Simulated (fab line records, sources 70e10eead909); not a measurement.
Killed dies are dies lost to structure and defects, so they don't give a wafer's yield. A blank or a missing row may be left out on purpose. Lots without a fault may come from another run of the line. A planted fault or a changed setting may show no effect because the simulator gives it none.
fab line records | flow nand_harc | part 1 of 2: steps 1 to 27 of 37
record lots=5 wafers=15 last_day=24
route steps=1159 shown A_M0@1015 A_M1@1026
lots that met no fault: from a run of the same line without faults
start_h: hours from the record's first day to the start of the lot's first wafer shown | wait_h: hours since the lot's step before | " the same as in the row above | L1.1+2: a row that stands for several wafers | - no value, or no start given | * or withheld: withheld | < > ~ a bound
route shown NAME@n: a module of which the file shows steps, and the number in the route of the first | usual: mean/standard deviation of fault-free wafers | same: alike in all rows | chamber/n: place in a boat | sites: the reading at each site | _std_site: their standard deviation | _edge_site: outer sites' mean less inner sites' | radius_mm: how far each site lies from the wafer's centre | mask NAME#n: copy n | behind: the tool/chamber that last shaped the wafer | hold: why the lot was held/for how many hours/how that ended | device: the transistor (n, p or np) that didn't switch | end of line: the same wafers' tests at the end of the route | a step without rows: its recipe alone | killed: dies lost to structure and defects at the first sort, not the wafer's yield | map: a wafer's dies, x killed, . not, _ none there
set.NAME: the setting as run; set.NAME@STEP: as run at that earlier step | model.NAME: the simulator's own value behind a step, which no gauge read
lots at some steps of the route; a table a step, a row a wafer
services: from which hour (start_h, from the record's first day; less than 0 if before it) a tool's chamber was out of use, for how many hours, and why
## steps
# step NHARC_A_M0_PVD_20
# recipe target_thk_a=50 bias_v=168.6 power_w=15000 chamber_pressure_pa=0.12 time_s=8.06 substrate_temp_c=50 material=TaN
# usual bias_v=168.8/1.9 throttle_valve_pct=29.9/0.93
# columns lot.wafer tool chamber start_h wait_h bias_v throttle_valve_pct
L076.4 pvd_sputter-01 - - - 169.5 29.8
L076.2 " - " " 167.8 27.6
L076.5 " - " " 169.8 27.9
L079.1 pvd_sputter-01 - - - 169.2 30.4
L079.3 " - " " 170.9 29.9
L079.5 " - " " 166.7 29.7
L080.3 pvd_sputter-03 - - - 166.3 30.2
L080.2 " - " " 168.6 29.9
L080.5 " - " " 171.0 30.3
L089.1 pvd_sputter-01 - - - 167.7 29.7
L089.4 " - " " 167.5 27.8
L089.5 " - " " 168.5 29.9
L095.3 pvd_sputter-01 - - - 168.4 30.3
L095.4 " - " " 169.5 29.7
L095.6 " - " " 167.4 30.1
# step NHARC_A_M0_PVD_21
# recipe target_thk_a=300 chamber_pressure_pa=5 power_w=5000 substrate_temp_c=30 time_s=20.49 material=Cu
# usual throttle_valve_pct=29.9/0.98
# columns lot.wafer tool chamber start_h wait_h throttle_valve_pct
L076.4 pvd_sputter-01 - - - 29.8
L076.2 " - " " 29.8
L076.5 " - " " 30.0
L079.3 pvd_sputter-01 - - - 29.7
L079.1 " - " " 30.2
L079.5 " - " " 27.6
L080.2 pvd_sputter-03 - - - 31.9
L080.3 " - " " 29.9
L080.5 " - " " 30.5
L089.4 pvd_sputter-01 - - - 30.1
L089.1 " - " " 27.7
L089.5 " - " " 30.1
L095.4 pvd_sputter-01 - - - 29.7
L095.3 " - " " 28.0
L095.6 " - " " 28.8
# step NHARC_A_M0_ECD_22
# recipe target_thk_a=4000 bath_temp_c=25 material=Cu
# columns lot.wafer tool chamber start_h wait_h
L076.2+4+5 ecd_cu-02 0,1,1 408.64 -
L079.1+3+5 ecd_cu-01 1,0,1 430.43 -
L080.2+3+5 ecd_cu-02 0 442.51 -
L089.1+4+5 ecd_cu-02 0,1,0 480.62 -
L095.3+4+6 ecd_cu-01 0,1,1 537.20 -
# step NHARC_A_M0_ANNEAL_30
# recipe temp_c=225 time_s=90
# usual anneal_temp_c=225.00/0.16 wafer_temp_C_max=226.5/0.35
# columns lot.wafer tool chamber start_h wait_h anneal_temp_c wafer_temp_C_max
L076.2 rtp_anneal-01 0 409.28 - 224.93 226.2
L076.4 " 0 " " 225.11 226.4
L076.5 " 0 " " 224.84 226.5
L079.1 rtp_anneal-02 0 430.76 0.3 225.15 226.3
L079.3 " 0 " " 224.95 226.8
L079.5 " 0 " " 225.12 226.4
L080.2 rtp_anneal-02 0 442.93 - 224.93 226.2
L080.3 " 0 " " 225.03 226.8
L080.5 " 0 " " 224.82 226.9
L089.1 rtp_anneal-02 0 480.94 0.3 224.92 227.2
L089.4 " 0 " " 224.90 226.2
L089.5 " 0 " " 224.73 226.4
L095.3 rtp_anneal-02 0 537.58 - 225.05 226.6
L095.4 " 0 " " 225.00 226.8
L095.6 " 0 " " 224.83 226.1
# step NHARC_A_M0_CMP_23
# recipe t_overpolish_s=20 target_thk_nm=113.75
# usual motor_current_A=11.8/1.2 time_to_endpoint_s=29/3.4
# columns lot.wafer tool chamber start_h wait_h motor_current_A time_to_endpoint_s
L076.4 cmp-04 3 409.63 - 12.3 26
L076.2 " 0 " " 13.0 35
L076.5 " 1 " " 9.9 27
L079.1 cmp-03 2 431.10 - 10.3 25
L079.3 " 3 " " 13.7 29
L079.5 " 3 " " 13.0 31
L080.2 cmp-04 1 443.26 - 9.7 26
L080.3 " 3 " " 11.7 28
L080.5 " 1 " " 10.2 28
L089.1 cmp-03 1 481.34 - 13.3 32
L089.4 " 2 " " 11.0 27
L089.5 " 3 " " 12.8 31
L095.3 cmp-01 2 537.82 - 11.2 25
L095.4 " 1 " " 10.8 25
L095.6 " 3 " " 10.2 25
# step NHARC_A_M0_THK_MEAS_24
# recipe thk_meas_gauge=xrf
# usual thk_nm=114.0/1.8
# columns lot.wafer tool chamber start_h wait_h thk_nm
L076.2 film_metro-01 - 409.89 - 116.8
L076.4 " - " " 115.6
L076.5 " - " " 112.2
L079.1 film_metro-01 - 431.42 - 112.5
L079.3 " - " " 113.6
L079.5 " - " " 115.5
L080.2 film_metro-01 - 443.54 - 111.9
L080.3 " - " " 113.6
L080.5 " - " " 112.7
L089.1 film_metro-02 - 481.61 - 114.0
L089.4 " - " " 110.3
L089.5 " - " " 114.7
L095.3 film_metro-02 - 538.13 - 113.8
L095.4 " - " " 113.7
L095.6 " - " " 113.7
# step NHARC_A_M0_SRD_25
# columns lot.wafer tool chamber start_h wait_h
L076.5+4+2 wet_bench-10 4,6,7 409.94 0.0
L079.1+3+5 wet_bench-10 0,1,2 431.47 0.0
L080.5+2+3 wet_bench-08 4,5,6 443.59 0.0
L089.5+4+1 wet_bench-08 7,1,3 481.66 0.0
L095.4+6+3 wet_bench-10 4,6,7 538.17 0.0
# step NHARC_A_M0_INSPECT_27
# usual raw_defect_count=475/120
# columns lot.wafer tool chamber start_h wait_h raw_defect_count
L076.2 defect_inspect-02 - 410.05 0.0 439
L076.4 " - " " 650
L076.5 " - " " 488
L079.1 defect_inspect-01 - 431.58 0.0 500
L079.3 " - " " 566
L079.5 " - " " 342
L080.2 defect_inspect-01 - 443.70 0.0 437
L080.3 " - " " 634
L080.5 " - " " 374
L089.1 defect_inspect-01 - 481.77 0.0 253
L089.4 " - " " 423
L089.5 " - " " 361
L095.3 defect_inspect-02 - 538.29 0.0 307
L095.4 " - " " 519
L095.6 " - " " 368
# step NHARC_A_M0_PRE_CLEAN_31
# recipe time_s=12 temp_c=370 rf_power_w=300 gas=NH3
# usual heater_power_w=611/62 rf_fwd_power_W=292.5/0.97
# columns lot.wafer tool chamber start_h wait_h heater_power_w rf_fwd_power_W
L076.2 pecvd-03 0 410.32 0.3 636 292.6
L076.4 " 2 " " 645 292.4
L076.5 " 0 " " 627 292.7
L079.3 pecvd-04 0 431.66 0.1 560 292.8
L079.1 " 1 " " 611 291.9
L079.5 " 1 " " 608 293.9
L080.2 pecvd-02 2 443.78 0.1 484 291.9
L080.3 " 0 " " 657 292.6
L080.5 " 1 " " 711 292.2
L089.1 pecvd-02 1 482.00 0.2 653 292.9
L089.5 " 2 " " 508 293.3
L089.4 " 0 " " 680 292.3
L095.3 pecvd-03 1 538.66 0.4 619 292.0
L095.6 " 2 " " 601 292.1
L095.4 " 0 " " 653 292.3
# step NHARC_A_M0_DEP_32
# recipe target_thk_a=300 temp_c=370 target_thk_nm=30 pressure_torr=3 flow_sccm=200 rf_w=450 material=SiCN
# usual heater_power_w=549/67 rf_fwd_power_W=449.5/1.4
# columns lot.wafer tool chamber start_h wait_h heater_power_w rf_fwd_power_W
L076.2 pecvd-03 0 410.46 0.1 480 449.6
L076.4 " 2 " " 506 449.1
L076.5 " 0 " " 492 451.5
L079.3 pecvd-04 0 431.77 0.1 531 450.6
L079.1 " 1 " " 521 448.7
L079.5 " 1 " " 519 446.7
L080.2 pecvd-02 2 443.89 0.1 477 450.2
L080.3 " 0 " " 541 449.9
L080.5 " 1 " " 649 450.8
L089.1 pecvd-02 1 482.08 0.1 580 449.1
L089.5 " 2 " " 391 450.1
L089.4 " 0 " " 509 448.2
L095.3 pecvd-03 1 538.74 0.1 485 449.6
L095.6 " 2 " " 576 451.3
L095.4 " 0 " " 568 449.1
# step NHARC_A_M1_DEP_00
# recipe target_thk_a=1825 target_thk_nm=182.5 temp_c=withheld pressure_torr=5 flow_sccm=200 rf_w=600 material=SiOC
# usual rf_fwd_power_W=599.0/1.9
# columns lot.wafer tool chamber start_h wait_h rf_fwd_power_W
L076.2 pecvd-03 0 - - 598.7
L076.4 " 0 " " 596.1
L076.5 " 1 " " 599.9
L079.3 pecvd-02 2 432.16 - 601.0
L079.1 " 0 " " 598.3
L079.5 " 2 " " 597.3
L080.3 pecvd-02 0 - - 601.8
L080.2 " 2 " " 596.4
L080.5 " 2 " " 595.9
L089.1 pecvd-02 2 - - 598.4
L089.5 " 2 " " 601.3
L089.4 " 1 " " 598.1
L095.3 pecvd-04 0 539.33 - 598.0
L095.6 " 0 " " 600.8
L095.4 " 2 " " 599.3
# step NHARC_A_M1_DEHYDRATE_01
# recipe temp_c=150 time_s=120
# columns lot.wafer tool chamber start_h wait_h
L076.2+4+5 litho_track-04 0 411.18 -
L079.1+3+5 litho_track-01 0 432.52 -
L080.2+3+5 litho_track-06 0 445.08 -
L089.1+4+5 litho_track-06 0 483.01 -
L095.3+4+6 litho_track-04 0 539.73 -
# step NHARC_A_M1_HMDS_02
# recipe time_s=30
# columns lot.wafer tool chamber start_h wait_h
L076.2+4+5 litho_track-04 0 - -
L079.1+3+5 litho_track-01 0 - -
L080.2+3+5 litho_track-06 0 - -
L089.1+4+5 litho_track-06 0 - -
L095.3+4+6 litho_track-04 0 - -
# step NHARC_A_M1_COAT_34
# recipe temp_c=200 time_s=65
# columns lot.wafer tool chamber start_h wait_h
L076.2+4+5 litho_track-04 0 - -
L079.1+3+5 litho_track-01 0 - -
L080.2+3+5 litho_track-06 0 - -
L089.1+4+5 litho_track-06 0 - -
L095.3+4+6 litho_track-04 0 - -
# step NHARC_A_M1_COAT_03
# recipe spin_rpm=1500 resist_thk_nm=90
# columns lot.wafer tool chamber start_h wait_h
L076.2+4+5 litho_track-04 0 - -
L079.1+3+5 litho_track-01 0 - -
L080.2+3+5 litho_track-06 0 - -
L089.1+4+5 litho_track-06 0 - -
L095.3+4+6 litho_track-04 0 - -
# step NHARC_A_M1_SOFTBAKE_04
# recipe temp_c=105 time_s=55
# columns lot.wafer tool chamber start_h wait_h
L076.2+4+5 litho_track-04 0 - -
L079.1+3+5 litho_track-01 0 - -
L080.2+3+5 litho_track-06 0 - -
L089.1+4+5 litho_track-06 0 - -
L095.3+4+6 litho_track-04 0 - -
# step NHARC_A_M1_EBR_05
# columns lot.wafer tool chamber start_h wait_h
L076.2+4+5 litho_track-04 0 - -
L079.1+3+5 litho_track-01 0 - -
L080.2+3+5 litho_track-06 0 - -
L089.1+4+5 litho_track-06 0 - -
L095.3+4+6 litho_track-04 0 - -
# step NHARC_A_M1_EXPOSE_06
# recipe na=1.35 target_cd_nm=120 dose_mj=75.13 mask_id=A_M1
# columns lot.wafer tool chamber start_h wait_h mask
L076.2+4+5 arfi_scanner-03 0 411.35 - A_M1#0
L079.1+3+5 arfi_scanner-03 0 432.68 - A_M1#0
L080.2+3+5 arfi_scanner-02 0 445.37 - A_M1#0
L089.1+4+5 arfi_scanner-03 0 483.29 - A_M1#0
L095.3+4+6 arfi_scanner-03 0 540.03 - A_M1#0
# step NHARC_A_M1_PEB_07
# recipe peb_temp_c=100 peb_time_s=65
# columns lot.wafer tool chamber start_h wait_h
L076.2+4+5 litho_track-01 0 411.40 0.1
L079.1+3+5 litho_track-01 0 432.74 0.1
L080.2+3+5 litho_track-06 0 445.44 0.1
L089.1+4+5 litho_track-06 0 483.36 0.1
L095.3+4+6 litho_track-04 0 540.08 0.0
# step NHARC_A_M1_DEVELOP_08
# recipe develop_time_s=35 dev_temp_c=23
# columns lot.wafer tool chamber start_h wait_h
L076.2+4+5 litho_track-01 0 - -
L079.1+3+5 litho_track-01 0 - -
L080.2+3+5 litho_track-06 0 - -
L089.1+4+5 litho_track-06 0 - -
L095.3+4+6 litho_track-04 0 - -
# step NHARC_A_M1_CD_MEAS_09
# recipe target_cd_nm=120 landing_energy_ev=500
# usual cd_nm=120.2/1
# columns lot.wafer tool chamber start_h wait_h cd_nm
L076.2 cd_sem-02 0 411.48 - 120.3
L076.4 " 0 " " 120.2
L076.5 " 0 " " 121.4
L079.1 cd_sem-02 0 432.82 - 119.9
L079.3 " 0 " " 120.6
L079.5 " 0 " " 120.2
L080.2 cd_sem-03 0 445.52 - 119.2
L080.3 " 0 " " 118.9
L080.5 " 0 " " 120.2
L089.1 cd_sem-03 0 483.44 - 119.5
L089.4 " 0 " " 119.4
L089.5 " 0 " " 119.0
L095.3 cd_sem-02 0 540.17 - 121.9
L095.4 " 0 " " 120.1
L095.6 " 0 " " 121.0
# step NHARC_A_M1_OVL_MEAS_10
# recipe pitch_nm=240
# usual overlay_x_nm=0.0/0.7 overlay_y_nm=0.2/0.66
# columns lot.wafer tool chamber start_h wait_h overlay_x_nm overlay_y_nm
L076.2 overlay-02 - 411.58 - 0.3 0.6
L076.4 " - " " 0.0 1.0
L076.5 " - " " 0.6 0.9
L079.1 overlay-02 - 432.91 - 1.2 0.3
L079.3 " - " " 1.3 0.3
L079.5 " - " " 0.8 0.4
L080.2 overlay-02 - 445.61 - -1.7 -0.6
L080.3 " - " " -1.3 0.0
L080.5 " - " " -1.2 -0.5
L089.1 overlay-01 - 483.53 - 0.2 0.0
L089.4 " - " " 0.8 -0.2
L089.5 " - " " 0.7 0.5
L095.3 overlay-02 - 540.25 - 0.2 0.8
L095.4 " - " " 0.3 0.6
L095.6 " - " " 0.5 0.7
# step NHARC_A_M1_INSPECT_11
# usual raw_defect_count=31/11
# columns lot.wafer tool chamber start_h wait_h raw_defect_count
L076.2 defect_inspect-02 - 411.62 0.0 7
L076.4 " - " " 15
L076.5 " - " " 13
L079.1 defect_inspect-02 - 432.95 0.0 25
L079.3 " - " " 21
L079.5 " - " " 26
L080.2 defect_inspect-02 - 445.64 0.0 27
L080.3 " - " " 21
L080.5 " - " " 17
L089.1 defect_inspect-01 - 483.57 0.0 12
L089.4 " - " " 18
L089.5 " - " " 20
L095.3 defect_inspect-02 - 540.29 0.0 43
L095.4 " - " " 37
L095.6 " - " " 43
# step NHARC_A_M1_DESCUM_14
# recipe time_s=3 o2_flow_sccm=200 ar_flow_sccm=0 bias_power_w=0 chemistry=O2
# usual drypump_motor_current_A=5.5/0.44 oes_product_au=1.001/0.012 rf_vpp_V=57.9/0.91 showerhead_plenum_p_Torr=1.94/0.068 throttle_valve_pct=11.311/0.0086
# columns lot.wafer tool chamber start_h wait_h drypump_motor_current_A oes_product_au rf_hours_counter_h rf_vpp_V showerhead_plenum_p_Torr throttle_valve_pct
L076.2 rie_diel-04 2 411.68 0.1 5.3 1.011 3 58.8 2.06 11.306
L076.4 " 0 " " 5.8 1.000 3 58.6 1.97 11.299
L076.5 " 2 " " 5.3 1.003 - 58.7 2.06 11.324
L079.1 rie_diel-04 1 433.01 0.1 6.1 1.003 3 56.7 1.85 11.293
L079.3 " 2 " " 5.2 1.002 3 59.3 2.06 11.298
L079.5 " 2 " " 5.2 1.016 - 58.2 2.06 11.308
L080.3 rie_diel-13 1 445.70 0.1 4.8 1.012 12 58.8 1.93 11.296
L080.2 " 2 " " 5.4 0.995 13 57.7 1.97 11.310
L080.5 " 1 " " 4.8 1.003 - 58.7 1.93 11.312
L089.4 rie_diel-13 2 483.63 0.1 5.4 0.988 2 58.2 1.97 11.311
L089.1 " 0 " " 5.4 0.994 2 60.2 1.96 11.320
L089.5 " 2 " " 5.4 0.979 - 58.0 1.97 11.307
L095.4 rie_diel-13 1 540.35 0.1 4.8 1.008 7 57.4 1.92 11.303
L095.3 " 2 " " 5.5 1.001 5 56.8 1.97 11.314
L095.6 " 0 " " 5.4 0.999 - 59.7 1.96 11.316
# step NHARC_A_M1_ETCH_35
# recipe target_depth_a=400 overetch_a=120 time_s=43.94 ion_energy_ev=200 n2_flow_sccm=150 h2_flow_sccm=150 ar_flow_sccm=0 rf_w=400 bias_w=150 chemistry=N2/H2
# usual drypump_motor_current_A=5.6/0.44 oes_product_au=1.000/0.012 rf_fwd_power_W=395.6/1.7 rf_vpp_V=431.3/2.2 showerhead_plenum_p_Torr=2.06/0.071 throttle_valve_pct=14.172/0.0095
# columns lot.wafer tool chamber start_h wait_h drypump_motor_current_A oes_product_au rf_fwd_power_W rf_hours_counter_h rf_vpp_V showerhead_plenum_p_Torr throttle_valve_pct
L076.4 rie_diel-04 0 411.77 0.1 5.8 1.000 399.4 3 431.9 2.10 14.165
L076.2 " 1 " " 6.0 1.018 396.9 3 428.4 1.97 14.189
L076.5 " 3 " " 5.3 0.995 394.6 - 432.9 2.09 14.167
L079.1 rie_diel-04 1 433.09 0.1 6.1 1.012 397.3 3 428.4 1.97 14.169
L079.3 " 2 " " 5.2 1.014 396.4 3 433.6 2.20 14.164
L079.5 " 1 " " 6.0 1.017 399.2 - 427.7 1.97 14.175
L080.3 rie_diel-13 0 445.79 0.1 5.3 1.007 396.5 13 432.2 2.09 14.187
L080.2 " 1 " " 4.8 1.008 394.5 12 431.2 2.05 14.183
L080.5 " 3 " " 5.9 0.996 392.2 - 427.9 1.92 14.170
L089.1 rie_diel-13 1 483.72 0.1 4.8 1.017 396.4 2 430.9 2.05 14.173
L089.4 " 0 " " 5.3 0.996 395.4 2 430.4 2.09 14.182
L089.5 " 2 " " 5.4 0.987 398.8 - 430.4 2.10 14.168
L095.3 rie_diel-13 0 540.43 0.1 5.3 1.015 397.8 5 432.2 2.09 14.175
L095.4 " 3 " " 5.9 1.014 393.0 6 426.6 1.92 14.162
L095.6 " 0 " " 5.3 1.014 396.9 - 434.1 2.09 14.179
# step NHARC_A_M1_ETCH_15
# recipe target_depth_a=1825 time_s=91.2 c4f8_flow_sccm=withheld ar_flow_sccm=400 rf_w=600 bias_w=300 chemistry=C4F8/Ar
# usual oes_product_au=0.957/0.022 rf_fwd_power_W=596.1/1.9 rf_vpp_V=441.6/2.3
# columns lot.wafer tool chamber start_h wait_h oes_product_au rf_fwd_power_W rf_hours_counter_h rf_vpp_V
L076.4 rie_diel-04 1 - - 0.992 594.6 3 440.3
L076.2 " 3 " " 0.959 597.2 3 443.4
L076.5 " 0 " " 0.969 595.3 - 441.4
L079.3 rie_diel-04 0 - - 0.910 599.4 3 443.0
L079.1 " 1 " " 0.920 595.8 3 439.5
L079.5 " 1 " " 0.924 595.4 - 437.9
L080.3 rie_diel-13 1 - - 0.958 597.9 12 442.3
L080.2 " 3 " " 0.968 594.7 13 436.3
L080.5 " 1 " " 0.950 598.4 - 440.0
L089.4 rie_diel-13 1 - - 0.971 592.5 2 441.5
L089.1 " 2 " " 0.939 597.4 2 442.5
L089.5 " 1 " " 0.975 594.0 - 440.3
L095.3 rie_diel-13 1 - - 0.953 597.5 7 440.5
L095.4 " 2 " " 0.941 596.2 5 442.0
L095.6 " 0 " " 0.947 598.3 - 441.8
# step NHARC_A_M1_CD_MEAS_16
# usual cd_nm=120.0/1.3
# columns lot.wafer tool chamber start_h wait_h cd_nm
L076.2 cd_sem-03 - 411.99 - 119.3
L076.4 " - " " 119.4
L076.5 " - " " 120.2
L079.1 cd_sem-03 - 433.31 - 119.4
L079.3 " - " " 120.0
L079.5 " - " " 118.9
L080.2 cd_sem-02 - 446.01 - 119.5
L080.3 " - " " 117.7
L080.5 " - " " 120.7
L089.1 cd_sem-01 - 484.24 - 120.7
L089.4 " - " " 117.4
L089.5 " - " " 119.1
L095.3 cd_sem-02 - 540.66 - 121.2
L095.4 " - " " 120.7
L095.6 " - " " 121.1
